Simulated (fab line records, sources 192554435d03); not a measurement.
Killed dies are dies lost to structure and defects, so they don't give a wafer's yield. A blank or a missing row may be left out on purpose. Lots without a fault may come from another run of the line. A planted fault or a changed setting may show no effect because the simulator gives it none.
Chamber matching | flow n5_finfet | N5_HKMG_FIN_ETCH_67 on rie_diel-01: 4 sister chambers
The step etches SOC in N2/H2, stops on TiN, target depth 388.9 nm. 18 wafers are shown with their chamber, then 9 later ones without.

WAFERS WITH THEIR CHAMBER
wafer  | chamber | drypump_motor_current_A (A) | showerhead_plenum_p_Torr (Torr) | oes_product_au (a.u.)
L075.2 | 0       | 6.1                         | 2.42                            | 0.74
L075.3 | 1       | 5.3                         | 2.54                            | 0.71
L075.4 | 2       | 6.4                         | 2.50                            | 0.71
L077.2 | 2       | 6.3                         | 2.50                            | 0.72
L077.4 | 0       | 6.1                         | 2.42                            | 0.74
L077.5 | 1       | 5.3                         | 2.54                            | 0.71
L079.2 | 0       | 6.1                         | 2.42                            | 0.73
L079.3 | 2       | 6.4                         | 2.50                            | 0.71
L079.5 | 3       | 5.7                         | 2.49                            | 0.91
L080.1 | 0       | 6.1                         | 2.42                            | 0.73
L080.5 | 0       | 6.1                         | 2.42                            | 0.73
L080.6 | 1       | 5.3                         | 2.53                            | 0.70
L082.1 | 1       | 5.3                         | 2.53                            | 0.70
L082.4 | 0       | 6.1                         | 2.42                            | 0.72
L082.6 | 2       | 6.4                         | 2.49                            | 0.71
L085.2 | 2       | 6.4                         | 2.49                            | 0.69
L085.5 | 2       | 6.3                         | 2.49                            | 0.69
L085.6 | 1       | 5.4                         | 2.53                            | 0.69

SIGNATURES (means of the wafers above)
reading                  | chamber 0 | chamber 1 | chamber 2 | chamber 3 | scatter within a chamber
drypump_motor_current_A  | 6.100     | 5.320     | 6.367     | 5.700     | 0.039
showerhead_plenum_p_Torr | 2.4200    | 2.5340    | 2.4950    | 2.4900    | 0.00439
oes_product_au           | 0.7317    | 0.7020    | 0.7050    | 0.9100    | 0.00969
Rule: a wafer's distance from a chamber is the root of the sum, over the readings, of the square of ((its reading less the chamber's mean) divided by the reading's scatter). The wafer belongs to the nearest chamber; if the next one is less than 2 further off, it can't be placed. The scatter: the root of (the sum of the squares of (reading less its chamber's mean) over the shown wafers, divided by (wafers less chambers)).

WAFERS WITHOUT THEIR CHAMBER
wafer  | drypump_motor_current_A (A) | showerhead_plenum_p_Torr (Torr) | oes_product_au (a.u.)
L088.3 | 5.7                         | 2.48                            | 0.85
L088.5 | 5.7                         | 2.48                            | 0.85
L088.6 | 5.3                         | 2.53                            | 0.69
L090.3 | 5.7                         | 2.48                            | 0.84
L090.5 | 5.3                         | 2.52                            | 0.69
L090.6 | 6.1                         | 2.41                            | 0.71
L092.1 | 6.4                         | 2.49                            | 0.93
L092.3 | 5.7                         | 2.47                            | 0.84
L092.6 | 6.1                         | 2.41                            | 0.71

WHICH CHAMBER EACH WENT THROUGH
wafer  | from the rows above | in truth
L088.3 | 3                   | 3
L088.5 | 3                   | 3
L088.6 | 1                   | 1
L090.3 | 3                   | 3
L090.5 | 1                   | 1
L090.6 | 0                   | 0
L092.1 | 3                   | 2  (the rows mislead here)
L092.3 | 3                   | 3
L092.6 | 0                   | 0
Placed correctly: 8 of 9. Can't be placed from these rows: 0. Placed wrongly: 1.
